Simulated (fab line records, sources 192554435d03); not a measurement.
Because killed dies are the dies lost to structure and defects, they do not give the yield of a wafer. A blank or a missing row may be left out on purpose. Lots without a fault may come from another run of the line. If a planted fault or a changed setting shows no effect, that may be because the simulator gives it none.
Chamber matching	flow n5 finfet	4 sister chambers for N5_BEOL_M0_SAQP_ALD_48 on ald sin-03
The step deposits SiO2, target thk 20 nm, pulse time 1 s, co reactant pulse time 1 s. 4 wafers are shown with their chamber, then 9 later ones without.

== WAFERS PAIRED WITH THEIR CHAMBERS ==
wafer	chamber	heater power w (W)
L079.6	0	82
L086.2	3	81
L086.4	1	81
L086.6	2	86

== WAFERS WITHOUT THEIR CHAMBER ==
wafer	heater power w (W)
L091.2	86
L091.4	83
L091.6	80
L092.3	84
L092.4	82
L092.5	84
L093.1	83
L093.2	84
L093.5	85

== WHICH CHAMBER EACH ONE RAN IN ==
wafer	from the rows above	in truth
L091.2	2	2
L091.4	can't be placed: 0 or 1 or 3 or 2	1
L091.6	can't be placed: 1 or 3 or 0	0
L092.3	can't be placed: 0 or 2 or 1 or 3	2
L092.4	can't be placed: 0 or 1 or 3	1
L092.5	can't be placed: 0 or 2 or 1 or 3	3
L093.1	can't be placed: 0 or 1 or 3 or 2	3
L093.2	can't be placed: 0 or 2 or 1 or 3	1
L093.5	can't be placed: 2 or 0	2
Placed correctly: 1 of 9. These rows do not allow placing 8 (true chamber among the candidates in 8). Number placed wrongly: 0.
How it was worked out, from the rows above alone: a wafer's distance from a chamber is the root of the sum, over the readings, of the square of ((its reading less the chamber's mean) divided by the reading's scatter). The wafer belongs to the nearest chamber; if the next one is less than 2 further off, it can't be placed. A chamber's mean is the mean of its shown wafers. The scatter (one wafer shown for each chamber): square how far every hidden wafer sits from the nearest shown wafer, average those squares and take the square root.
